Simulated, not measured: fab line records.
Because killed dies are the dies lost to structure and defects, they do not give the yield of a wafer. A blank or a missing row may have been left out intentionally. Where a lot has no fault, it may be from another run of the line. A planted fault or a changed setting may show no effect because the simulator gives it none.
Lot-split experiment / flow n5-finfet / 21 wafers read from 7 lots, route of 1938 steps

## THE SPLIT ITSELF
At N5_BEOL_M6_PECVD_70 (deposits SiO2 from TEOS/O2, target thk 20 nm, time 22.7 s), the setting temp-c was moved away from the recipe's 400 C on 8 of the 21 wafers read, by -3.4% to +3.9%. The other wafers ran this setting at the recipe's value.

## FROM THE SPLIT TO THE READING: what the file shows between them, 3 steps
- N5_BEOL_M6_HM_DEP_02: deposits TiN, target thk 20 nm
- N5_BEOL_M6_COAT_59: time 60 s, resist thk 100 nm
- N5_BEOL_M6_STRIP_80: strips in N2/H2, time 10 s

## THE READING
SiO2_of_BEOL_M6_PECVD_70.thk-nm (the simulator's own value, which no gauge read), in nm, at N5_BEOL_M6_HM_STRIP_39 (strips TiN in peroxide tin strip, target depth 25 nm, time 158 s). The file does not state a usual value for it. The 13 wafers here that ran the recipe average 19.9 nm, standard deviation 0.38 nm.

wafer=L074.1; tool, chamber at the split=pecvd-04, 1,2; temp-c as run, C=400; against the recipe=recipe; SiO2_of_BEOL_M6_PECVD_70.thk-nm, nm=19.6; against lot-mates on the recipe=-
wafer=L074.2; tool, chamber at the split=pecvd-04, 1,2; temp-c as run, C=400; against the recipe=recipe; SiO2_of_BEOL_M6_PECVD_70.thk-nm, nm=19.6; against lot-mates on the recipe=-
wafer=L074.4; tool, chamber at the split=pecvd-04, 0; temp-c as run, C=400; against the recipe=recipe; SiO2_of_BEOL_M6_PECVD_70.thk-nm, nm=19.4; against lot-mates on the recipe=-
wafer=L076.1; tool, chamber at the split=pecvd-04, 2; temp-c as run, C=386.5; against the recipe=-3.4%; SiO2_of_BEOL_M6_PECVD_70.thk-nm, nm=21.6; against lot-mates on the recipe=+2.2
wafer=L076.3; tool, chamber at the split=pecvd-04, 1; temp-c as run, C=400; against the recipe=recipe; SiO2_of_BEOL_M6_PECVD_70.thk-nm, nm=19.4; against lot-mates on the recipe=-
wafer=L076.4; tool, chamber at the split=pecvd-04, 1; temp-c as run, C=386.5; against the recipe=-3.4%; SiO2_of_BEOL_M6_PECVD_70.thk-nm, nm=21.8; against lot-mates on the recipe=+2.4
wafer=L078.2; tool, chamber at the split=pecvd-04, 1; temp-c as run, C=415.5; against the recipe=+3.9%; SiO2_of_BEOL_M6_PECVD_70.thk-nm, nm=17.8; against lot-mates on the recipe=-2.2
wafer=L078.3; tool, chamber at the split=pecvd-04, 2; temp-c as run, C=415.5; against the recipe=+3.9%; SiO2_of_BEOL_M6_PECVD_70.thk-nm, nm=18; against lot-mates on the recipe=-2.0
wafer=L078.4; tool, chamber at the split=pecvd-04, 2; temp-c as run, C=400; against the recipe=recipe; SiO2_of_BEOL_M6_PECVD_70.thk-nm, nm=20; against lot-mates on the recipe=-
wafer=L082.3; tool, chamber at the split=pecvd-01, 1; temp-c as run, C=400; against the recipe=recipe; SiO2_of_BEOL_M6_PECVD_70.thk-nm, nm=20.4; against lot-mates on the recipe=-
wafer=L082.5; tool, chamber at the split=pecvd-01, 1; temp-c as run, C=391; against the recipe=-2.2%; SiO2_of_BEOL_M6_PECVD_70.thk-nm, nm=21.2; against lot-mates on the recipe=+0.8
wafer=L082.6; tool, chamber at the split=pecvd-01, 0; temp-c as run, C=391; against the recipe=-2.2%; SiO2_of_BEOL_M6_PECVD_70.thk-nm, nm=21.4; against lot-mates on the recipe=+1.0
wafer=L090.1; tool, chamber at the split=pecvd-02, 0,0,2; temp-c as run, C=400; against the recipe=recipe; SiO2_of_BEOL_M6_PECVD_70.thk-nm, nm=20.4; against lot-mates on the recipe=-
wafer=L090.6; tool, chamber at the split=pecvd-02, 0,0,2; temp-c as run, C=400; against the recipe=recipe; SiO2_of_BEOL_M6_PECVD_70.thk-nm, nm=20.4; against lot-mates on the recipe=-
wafer=L090.4; tool, chamber at the split=pecvd-02, 0,0,2; temp-c as run, C=400; against the recipe=recipe; SiO2_of_BEOL_M6_PECVD_70.thk-nm, nm=20.2; against lot-mates on the recipe=-
wafer=L089.1; tool, chamber at the split=pecvd-01, 0,1; temp-c as run, C=400; against the recipe=recipe; SiO2_of_BEOL_M6_PECVD_70.thk-nm, nm=19.8; against lot-mates on the recipe=-
wafer=L089.2; tool, chamber at the split=pecvd-01, 0,1; temp-c as run, C=400; against the recipe=recipe; SiO2_of_BEOL_M6_PECVD_70.thk-nm, nm=19.6; against lot-mates on the recipe=-
wafer=L089.5; tool, chamber at the split=pecvd-01, 1; temp-c as run, C=400; against the recipe=recipe; SiO2_of_BEOL_M6_PECVD_70.thk-nm, nm=20.4; against lot-mates on the recipe=-
wafer=L094.2; tool, chamber at the split=pecvd-01, 2; temp-c as run, C=387.3; against the recipe=-3.2%; SiO2_of_BEOL_M6_PECVD_70.thk-nm, nm=21.4; against lot-mates on the recipe=+1.4
wafer=L094.4; tool, chamber at the split=pecvd-01, 0; temp-c as run, C=400; against the recipe=recipe; SiO2_of_BEOL_M6_PECVD_70.thk-nm, nm=20; against lot-mates on the recipe=-
wafer=L094.5; tool, chamber at the split=pecvd-01, 1; temp-c as run, C=387.3; against the recipe=-3.2%; SiO2_of_BEOL_M6_PECVD_70.thk-nm, nm=21.8; against lot-mates on the recipe=+1.8
If several chambers appear in one row, that row covers several wafers at once and the file leaves open which wafer was in which chamber.

THE FIT
A straight line over all 21 wafers: SiO2_of_BEOL_M6_PECVD_70.thk-nm changes by -0.533 nm for each +1% of temp-c; r = -0.96; the points scatter about the line by 0.33 nm.
The same after taking each lot's own level away (the mean of its wafers on the recipe; 21 wafers): -0.554 nm for each +1%; r = -0.98; scatter 0.25 nm.
Per that fit: largest temp-c move, reading shift of 2.1 nm.
Measured against the standard deviation above, the lots' own levels, which go from 19.40 to 20.40 nm, span 2.6 times it.
The two slopes are in agreement: the lot-to-lot level therefore moves the slope only a little.
Check: -2.13 nm against its lot-mates is what the line predicts for one of the wafers moved furthest among these (+3.9%) when that wafer is left out of the fit. It came out at -2.2 nm against them.

## FURTHER SPLITS ON THESE WAFERS
Note: prior to the reading, these wafers also went through further splits. Each is held against what the fit with the lots' levels taken away leaves over:
other split on the same wafers=N5_BEOL_M3_EXPOSE_08 dose-mj; wafers away from the commonest value=6; r with SiO2_of_BEOL_M6_PECVD_70.thk-nm (lot level and that fit taken away)=+0.27
other split on the same wafers=N5_BEOL_M4_ETCH_70 source-w; wafers away from the commonest value=5; r with SiO2_of_BEOL_M6_PECVD_70.thk-nm (lot level and that fit taken away)=-0.16
other split on the same wafers=N5_BEOL_M4_TRENCH_ETCH_37 time-s; wafers away from the commonest value=6; r with SiO2_of_BEOL_M6_PECVD_70.thk-nm (lot level and that fit taken away)=-0.22
other split on the same wafers=N5_BEOL_M5_COAT_71 spin-rpm; wafers away from the commonest value=9; r with SiO2_of_BEOL_M6_PECVD_70.thk-nm (lot level and that fit taken away)=+0.32

## THE WHOLE CHAIN: every reading that the file lists as answering this split, in the file's order
step=N5_BEOL_M6_PECVD_70; what it does=deposits SiO2 from TEOS/O2, target thk 20 nm, time 22.7 s; reading=SiO2_of_BEOL_M6_PECVD_70.thk-nm (the simulator's own value, which no gauge read); change (the file's fit)=-0.569 nm for each +1% of the setting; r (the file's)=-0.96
step=N5_BEOL_M6_HM_STRIP_39; what it does=strips TiN in peroxide tin strip, target depth 25 nm, time 158 s; reading=SiO2_of_BEOL_M6_PECVD_70.thk-nm (the simulator's own value, which no gauge read); change (the file's fit)=-0.554 nm for each +1% of the setting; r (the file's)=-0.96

## FILE'S OWN FIT
SiO2_of_BEOL_M6_PECVD_70.thk-nm changes by -0.554 nm for each +1% of temp-c, r = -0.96.
